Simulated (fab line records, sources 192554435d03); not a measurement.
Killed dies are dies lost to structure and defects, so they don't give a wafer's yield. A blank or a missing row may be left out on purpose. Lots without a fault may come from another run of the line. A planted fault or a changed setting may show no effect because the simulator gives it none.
Which tool did it? | flow n5_finfet | 12 lots, 36 wafers sampled, at 1 step of a route of 1938

WHAT THE GAUGES READ, wafer by wafer
N5_BEOL_M14_OCD_MEAS_35.
lot  | measured     | on     | trench_depth_nm (nm)
L074 | day 13 02:14 | ocd-02 | 567 569 568
L077 | day 13 10:43 | ocd-01 | 559 561 553
L079 | day 13 20:59 | ocd-01 | 568 572 560
L081 | day 14 05:43 | ocd-01 | 566 558 562
L083 | day 14 15:22 | ocd-01 | 568 555 562
L085 | day 14 21:16 | ocd-01 | 551 546 547
L088 | day 16 02:04 | ocd-02 | 548 554 546
L091 | day 16 06:47 | ocd-01 | 575 566 574
L090 | day 17 06:34 | ocd-02 | 561 563 562
L092 | day 18 02:23 | ocd-01 | 552 552 554
L095 | day 18 19:20 | ocd-01 | 552 550 556
L096 | day 18 20:53 | ocd-01 | 572 553 549

WHICH TOOL RAN EACH LOT (tool, then ch and the chambers of the sampled wafers, then the start)
The record holds no process step before these readings.

THE ANSWER, worked out from the rows above alone
Rule: what is usual is taken from the lots themselves. Put in order of their means at a reading, lots are off if they are a third of the lots or fewer, leave a main group of 4 or more, and stand apart from it by a gap of 3 or more times the standard deviation of the main group's means; of several such gaps the widest counts. A main group whose means are all the same, to the digits that the tables above print for the reading, isn't used. A lot without any number at a reading at which 4 lots or more have one is off too. The other lots that the step has rows for count as sound.
No lot is off at any reading shown: from this, nothing can be told.

WHAT THE SIMULATOR HAD PUT IN
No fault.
